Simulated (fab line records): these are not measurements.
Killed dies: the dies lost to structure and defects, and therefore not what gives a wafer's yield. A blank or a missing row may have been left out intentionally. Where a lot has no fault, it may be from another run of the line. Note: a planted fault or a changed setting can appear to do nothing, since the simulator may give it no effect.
Which tool was responsible? | flow n5-finfet | 72 wafers from 24 lots sampled at 5 of the route's 1938 steps

## WHAT EACH GAUGE READ, for each wafer
N5_BEOL_M5_INSPECT_58: inspects for defects (darkfield).
lot  | measured     | on                | raw-defect-count
L074 | day 9 18:34  | defect-inspect-02 | 34 54 47
L075 | day 10 07:49 | defect-inspect-02 | 61 63 48
L077 | day 10 16:15 | defect-inspect-02 | 116 104 90
L076 | day 11 01:02 | defect-inspect-02 | 159 77 67
L078 | day 11 13:13 | defect-inspect-01 | 61 75 87
L079 | day 12 00:28 | defect-inspect-02 | 52 63 42
L080 | day 12 05:37 | defect-inspect-01 | 64 136 75
L081 | day 13 15:56 | defect-inspect-01 | 84 70 50
L083 | day 14 12:56 | defect-inspect-02 | 39 32 58
L084 | day 14 20:32 | defect-inspect-01 | 58 84 105
L085 | day 15 03:25 | defect-inspect-02 | 63 35 60
L086 | day 15 13:21 | defect-inspect-02 | 61 60 62
L087 | day 15 23:59 | defect-inspect-01 | 86 76 71
L090 | day 16 03:13 | defect-inspect-01 | 46 64 45
L088 | day 16 08:55 | defect-inspect-01 | 70 76 82
L097 | day 17 01:37 | defect-inspect-01 | 83 44 37
L095 | day 16 22:53 | defect-inspect-02 | 71 72 55
L091 | day 17 04:25 | defect-inspect-02 | 43 68 59
L092 | day 17 13:06 | defect-inspect-02 | 56 72 79
L093 | day 17 21:13 | defect-inspect-01 | 94 92 69
L094 | day 17 21:49 | defect-inspect-01 | 64 24 55
L089 | day 17 22:08 | defect-inspect-01 | 125 60 111
L082 | day 18 07:35 | defect-inspect-01 | 114 81 62
L096 | day 18 07:44 | defect-inspect-01 | 67 81 36

N5_BEOL_M6_INSPECT_13: inspects for defects (brightfield).
lot  | measured     | on                | raw-defect-count
L074 | day 9 19:51  | defect-inspect-02 | 347 388 372
L075 | day 10 09:45 | defect-inspect-02 | 395 482 389
L077 | day 10 18:08 | defect-inspect-02 | 474 432 509
L076 | day 11 04:39 | defect-inspect-01 | 485 340 311
L078 | day 11 16:16 | defect-inspect-02 | 321 466 293
L079 | day 12 02:13 | defect-inspect-01 | 633 397 451
L080 | day 12 07:39 | defect-inspect-01 | 367 498 405
L081 | day 13 18:59 | defect-inspect-01 | 461 347 313
L083 | day 14 14:49 | defect-inspect-02 | 419 373 492
L084 | day 14 23:00 | defect-inspect-02 | 315 375 356
L085 | day 15 06:20 | defect-inspect-02 | 380 501 348
L086 | day 15 14:38 | defect-inspect-02 | 367 328 366
L087 | day 16 01:26 | defect-inspect-02 | 328 281 339
L090 | day 16 04:52 | defect-inspect-02 | 319 278 253
L088 | day 16 12:19 | defect-inspect-02 | 442 329 413
L097 | day 17 03:52 | defect-inspect-01 | 392 460 421
L095 | day 17 01:11 | defect-inspect-01 | 345 410 287
L091 | day 17 06:44 | defect-inspect-02 | 693 604 428
L092 | day 17 15:11 | defect-inspect-02 | 428 313 317
L093 | day 18 01:16 | defect-inspect-01 | 415 354 473
L094 | day 18 01:26 | defect-inspect-01 | 351 305 343
L089 | day 18 01:36 | defect-inspect-01 | 535 359 532
L082 | day 18 09:16 | defect-inspect-02 | 344 335 296
L096 | day 18 10:52 | defect-inspect-02 | 406 421 303

## WHAT TOOL EACH LOT RAN ON (gives the tool, then ch and the chambers of the sampled wafers, and finally the start)
lot  | N5_BEOL_M5_ETCH_41                            | N5_BEOL_M6_ILD_DEP_00           | N5_BEOL_M6_PECVD_70
L074 | rie-diel-03 ch 0,2, day 9 18:34 or earlier    | pecvd-03 ch 0,1, day 9 18:37    | pecvd-01 ch 0,1,2, day 9 19:14
L075 | rie-diel-01 ch 1,2,3, day 10 07:49 or earlier | pecvd-01 ch 0,1, day 10 07:51   | pecvd-04 ch 0,1,2, day 10 08:57
L077 | rie-diel-03 ch 0,1,3, day 10 16:15 or earlier | pecvd-04 ch 1,2, day 10 16:17   | pecvd-04 ch 0,1,2, day 10 17:23
L076 | rie-diel-01 ch 0,2,3, day 11 01:02 or earlier | pecvd-04 ch 0,1,2, day 11 01:05 | pecvd-01 ch 0,1,2, day 11 03:02
L078 | rie-diel-06 ch 1,2,3, day 11 13:13 or earlier | pecvd-01 ch 0,1,2, day 11 13:17 | pecvd-03 ch 0,1,2, day 11 13:53
L079 | rie-diel-01 ch 0,1, day 12 00:28 or earlier   | pecvd-01 ch 1,2, day 12 00:30   | pecvd-04 ch 1,2, day 12 01:07
L080 | rie-diel-06 ch 1,3, day 12 05:37 or earlier   | pecvd-04 ch 0,2, day 12 05:39   | pecvd-04 ch 0,2, day 12 06:16
L081 | rie-diel-03 ch 0,3, day 13 15:56 or earlier   | pecvd-04 ch 0,2, day 13 15:58   | pecvd-03 ch 0,1, day 13 17:04
L083 | rie-diel-06 ch 0,1,2, day 14 12:56 or earlier | pecvd-01 ch 0,1,2, day 14 12:58 | pecvd-03 ch 1,2, day 14 13:35
L084 | rie-diel-06 ch 1,2,3, day 14 20:32 or earlier | pecvd-04 ch 0,1,2, day 14 20:35 | pecvd-03 ch 0,1,2, day 14 21:12
L085 | rie-diel-06 ch 0,1, day 15 03:25 or earlier   | pecvd-04 ch 0,1,2, day 15 03:27 | pecvd-03 ch 0,1, day 15 04:04
L086 | rie-diel-06 ch 0,2,3, day 15 13:21 or earlier | pecvd-04 ch 1,2, day 15 13:23   | pecvd-01 ch 1,2, day 15 14:01
L087 | rie-diel-01 ch 1,3, day 15 23:59 or earlier   | pecvd-04 ch 0,2, day 16 00:01   | pecvd-01 ch 0,1, day 16 00:38
L090 | rie-diel-01 ch 1,2,3, day 16 03:13 or earlier | pecvd-04 ch 0,2, day 16 03:15   | pecvd-04 ch 0,2, day 16 03:52
L088 | rie-diel-03 ch 0,3, day 16 08:55 or earlier   | pecvd-04 ch 0,1, day 16 08:57   | pecvd-01 ch 0,1, day 16 09:34
L097 | rie-diel-03 ch 0,2,3, day 17 01:37 or earlier | pecvd-04 ch 0,1, day 17 01:39   | pecvd-04 ch 0,1, day 17 02:16
L095 | rie-diel-01 ch 0,2,3, day 16 22:53 or earlier | pecvd-03 ch 0,1,2, day 16 22:56 | pecvd-04 ch 0,1,2, day 17 00:01
L091 | rie-diel-03 ch 0,1,3, day 17 04:25 or earlier | pecvd-04 ch 0,1,2, day 17 04:28 | pecvd-04 ch 0,1,2, day 17 05:33
L092 | rie-diel-06 ch 1,2,3, day 17 13:06 or earlier | pecvd-04 ch 0,1,2, day 17 13:08 | pecvd-03 ch 1,2, day 17 13:45
L093 | rie-diel-01 ch 1,2,3, day 17 21:13 or earlier | pecvd-01 ch 0,1,2, day 17 21:15 | pecvd-03 ch 0,1, day 17 21:52
L094 | rie-diel-01 ch 0,1,2, day 17 21:49 or earlier | pecvd-04 ch 0,2, day 17 21:51   | pecvd-03 ch 0,2, day 17 22:28
L089 | rie-diel-03 ch 0,1,3, day 17 22:08 or earlier | pecvd-04 ch 0,1,2, day 17 22:11 | pecvd-01 ch 0,1,2, day 17 22:47
L082 | rie-diel-03 ch 0,1,2, day 18 07:35 or earlier | pecvd-01 ch 0,1,2, day 18 07:37 | pecvd-03 ch 0,2, day 18 08:14
L096 | rie-diel-01 ch 0,1,3, day 18 07:44 or earlier | pecvd-01 ch 0,2, day 18 07:46   | pecvd-04 ch 0,2, day 18 08:24
- N5_BEOL_M5_ETCH_41: etches SiCN in CH3F/O2, target depth 31.5 nm, time 56.7 s.
- N5_BEOL_M6_ILD_DEP_00: deposits SiCOH lowk from DEMS/porogen, target thk 179.75 nm, time 33.4 s.
- N5_BEOL_M6_PECVD_70: deposits SiO2 from TEOS/O2, target thk 20 nm, time 22.7 s.

## WHAT THE TOOLS THEMSELVES READ (means of the sampled wafers that have a number; where no wafer has one, the mark that the record gives instead)
N5_BEOL_M5_ETCH_41.
lot  | tool        | CH3F_flow_sccm (sccm) | O2_flow_sccm (sccm) | drypump-motor-current-A (A) | oes-product-au (a.u.) | rf-vpp-V (V) | showerhead-plenum-p-Torr (Torr) | throttle-valve-pct (%)
L074 | rie-diel-03 | 30.02                 | 19.96               | 6.0                         | 0.85                  | 297.7        | 1.98                            | 16.36
L075 | rie-diel-01 | 29.97                 | 20.01               | 5.8                         | 0.79                  | 296.7        | 1.98                            | 16.42
L077 | rie-diel-03 | 30.00                 | 20.02               | 5.8                         | 0.78                  | 296.6        | 1.98                            | 16.27
L076 | rie-diel-01 | 29.95                 | 20.03               | 5.7                         | 0.86                  | 297.6        | 2.00                            | 16.29
L078 | rie-diel-06 | 30.01                 | 20.00               | 5.9                         | 0.79                  | 296.1        | 1.96                            | 16.29
L079 | rie-diel-01 | 29.99                 | 20.06               | 5.5                         | 0.92                  | 297.4        | 2.02                            | 16.25
L080 | rie-diel-06 | 29.98                 | 20.02               | 6.0                         | 0.75                  | 295.5        | 1.91                            | 16.31
L081 | rie-diel-03 | 29.95                 | 19.93               | 6.1                         | 0.79                  | 295.0        | 1.93                            | 16.27
L083 | rie-diel-06 | 29.98                 | 20.04               | 6.1                         | 0.79                  | 297.4        | 2.01                            | 16.34
L084 | rie-diel-06 | 29.95                 | 19.92               | 5.9                         | 0.87                  | 297.7        | 2.03                            | 16.15
L085 | rie-diel-06 | 30.04                 | 19.96               | 6.4                         | 0.83                  | 297.8        | 2.00                            | 16.36
L086 | rie-diel-06 | 30.00                 | 20.01               | 5.9                         | 0.81                  | 297.9        | 2.07                            | 16.16
L087 | rie-diel-01 | 30.06                 | 19.96               | 5.9                         | 0.86                  | 298.6        | 2.06                            | 16.19
L090 | rie-diel-01 | 30.02                 | 19.98               | 5.8                         | 0.84                  | 298.4        | 2.05                            | 16.32
L088 | rie-diel-03 | 29.97                 | 19.98               | 6.1                         | 0.77                  | 296.1        | 1.93                            | 16.32
L097 | rie-diel-03 | 30.04                 | 20.03               | 6.0                         | 0.78                  | 296.5        | 1.96                            | 16.35
L095 | rie-diel-01 | 30.02                 | 20.00               | 5.7                         | 0.82                  | 297.0        | 1.99                            | 16.37
L091 | rie-diel-03 | 30.06                 | 20.01               | 5.8                         | 0.84                  | 296.6        | 1.96                            | 16.18
L092 | rie-diel-06 | 29.91                 | 19.99               | 5.9                         | 0.85                  | 297.1        | 2.03                            | 16.19
L093 | rie-diel-01 | 29.94                 | 20.02               | 5.8                         | 0.83                  | 299.7        | 2.05                            | 16.34
L094 | rie-diel-01 | 29.97                 | 20.05               | 5.6                         | 0.83                  | 297.9        | 2.03                            | 16.38
L089 | rie-diel-03 | 30.01                 | 20.02               | 5.8                         | 0.82                  | 297.9        | 1.96                            | 16.19
L082 | rie-diel-03 | 29.99                 | 20.01               | 5.7                         | 0.83                  | 297.3        | 2.00                            | 16.22
L096 | rie-diel-01 | 30.00                 | 20.04               | 5.7                         | 0.84                  | 298.1        | 2.03                            | 16.26

N5_BEOL_M6_ILD_DEP_00.
lot  | tool     | heater-power-w (W) | showerhead-plenum-p-Torr (Torr) | throttle-valve-pct (%)
L074 | pecvd-03 | 327                | 5.728                           | 14.2
L075 | pecvd-01 | 309                | 5.747                           | 14.1
L077 | pecvd-04 | 235                | 5.746                           | 13.6
L076 | pecvd-04 | 257                | 5.731                           | 13.9
L078 | pecvd-01 | 298                | 5.738                           | 13.8
L079 | pecvd-01 | 340                | 5.754                           | 13.5
L080 | pecvd-04 | 265                | 5.728                           | 14.0
L081 | pecvd-04 | 241                | 5.716                           | 14.1
L083 | pecvd-01 | 313                | 5.739                           | 14.1
L084 | pecvd-04 | 282                | 5.727                           | 13.9
L085 | pecvd-04 | 273                | 5.741                           | 13.8
L086 | pecvd-04 | 241                | 5.749                           | 13.7
L087 | pecvd-04 | 247                | 5.721                           | 14.2
L090 | pecvd-04 | 238                | 5.726                           | 14.2
L088 | pecvd-04 | 288                | 5.729                           | 13.9
L097 | pecvd-04 | 285                | 5.734                           | 14.0
L095 | pecvd-03 | 324                | 5.735                           | 13.9
L091 | pecvd-04 | 253                | 5.736                           | 13.7
L092 | pecvd-04 | 245                | 5.738                           | 13.9
L093 | pecvd-01 | 318                | 5.745                           | 14.0
L094 | pecvd-04 | 244                | 5.721                           | 14.1
L089 | pecvd-04 | 253                | 5.733                           | 14.1
L082 | pecvd-01 | 311                | 5.746                           | 14.1
L096 | pecvd-01 | 297                | 5.732                           | 14.4

N5_BEOL_M6_PECVD_70.
lot  | tool     | heater-power-w (W) | showerhead-plenum-p-Torr (Torr) | throttle-valve-pct (%)
L074 | pecvd-01 | 731                | 8.79                            | 22.5
L075 | pecvd-04 | 652                | 8.75                            | 22.4
L077 | pecvd-04 | 634                | 8.76                            | 22.3
L076 | pecvd-01 | 687                | 8.78                            | 22.4
L078 | pecvd-03 | 687                | 8.75                            | 22.4
L079 | pecvd-04 | 583                | 8.80                            | 21.9
L080 | pecvd-04 | 630                | 8.72                            | 22.6
L081 | pecvd-03 | 754                | 8.71                            | 23.1
L083 | pecvd-03 | 649                | 8.70                            | 22.4
L084 | pecvd-03 | 721                | 8.73                            | 22.3
L085 | pecvd-03 | 706                | 8.70                            | 22.9
L086 | pecvd-01 | 767                | 8.83                            | 21.9
L087 | pecvd-01 | 738                | 8.82                            | 23.0
L090 | pecvd-04 | 618                | 8.71                            | 22.8
L088 | pecvd-01 | 701                | 8.79                            | 23.6
L097 | pecvd-04 | 637                | 8.78                            | 21.9
L095 | pecvd-04 | 645                | 8.75                            | 22.6
L091 | pecvd-04 | 630                | 8.77                            | 22.4
L092 | pecvd-03 | 678                | 8.72                            | 21.7
L093 | pecvd-03 | 670                | 8.75                            | 23.1
L094 | pecvd-03 | 760                | 8.76                            | 22.5
L089 | pecvd-01 | 742                | 8.81                            | 22.6
L082 | pecvd-03 | 691                | 8.77                            | 22.6
L096 | pecvd-04 | 672                | 8.71                            | 22.8

## THE ANSWER, worked out from the rows above alone
Rule: the lots themselves supply what counts as usual. The widest of any qualifying gaps counts: lots, ordered by their means at a reading, are off when they make up no more than a third of the lots, leave a main group of 4 or more, and stand apart from it by 3 or more times the standard deviation of that group's means. The tables above print the reading to a certain number of digits; a main group whose means all agree to those digits is not used. Also off: a lot with no number at a reading for which 4 or more lots have one. The other lots that the step has rows for count as sound. The gauges are gone through in route order, then the tools' own readings, and for those a lot's mean is taken as printed above. The first step at which some lot is off is used, and at that step the reading that is off furthest; a lot without a number counts as furthest.
None of the lots is off at any reading shown; this tells nothing.

## WHAT HAD BEEN PUT IN BY THE SIMULATOR
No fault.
